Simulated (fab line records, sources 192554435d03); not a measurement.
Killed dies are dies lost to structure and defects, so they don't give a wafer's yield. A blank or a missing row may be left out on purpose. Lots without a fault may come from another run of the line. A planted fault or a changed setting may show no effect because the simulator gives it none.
Chamber matching | flow n5_finfet | N5_BEOL_M5_CURE_80 on uv_cure-03: 3 sister chambers
The step cures SiCOH lowk, time 120 s. 3 wafers are shown with their chamber, then 9 later ones without.

WAFERS WITH THEIR CHAMBER
wafer  | chamber | wafer_temp_C_max
L085.5 | 2       | 371.6
L089.6 | 1       | 373.0
L093.5 | 0       | 372.0

WAFERS WITHOUT THEIR CHAMBER
wafer  | wafer_temp_C_max
L097.2 | 372.2
L097.3 | 373.4
L097.5 | 372.3
L096.1 | 372.2
L096.2 | 372.3
L096.5 | 373.9
L096.3 | 372.2
L096.4 | 372.4
L096.6 | 373.2

WHICH CHAMBER EACH WENT THROUGH
wafer  | from the rows above          | in truth
L097.2 | can't be placed: 0 or 2 or 1 | 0
L097.3 | 1                            | 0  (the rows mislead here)
L097.5 | can't be placed: 0 or 1 or 2 | 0
L096.1 | can't be placed: 0 or 2 or 1 | 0
L096.2 | can't be placed: 0 or 1 or 2 | 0
L096.5 | 1                            | 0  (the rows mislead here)
L096.3 | can't be placed: 0 or 2 or 1 | 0
L096.4 | can't be placed: 0 or 1 or 2 | 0
L096.6 | 1                            | 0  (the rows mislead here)
Placed correctly: 0 of 9. Can't be placed from these rows: 6 (the true chamber is among the candidates in 6). Placed wrongly: 3.
How it was worked out, from the rows above alone: a wafer's distance from a chamber is the root of the sum, over the readings, of the square of ((its reading less the chamber's mean) divided by the reading's scatter). The wafer belongs to the nearest chamber; if the next one is less than 2 further off, it can't be placed. A chamber's mean is the mean of its shown wafers. The scatter: with one shown wafer a chamber, the root of the mean of the squares of how far each hidden wafer lies from its nearest shown one.
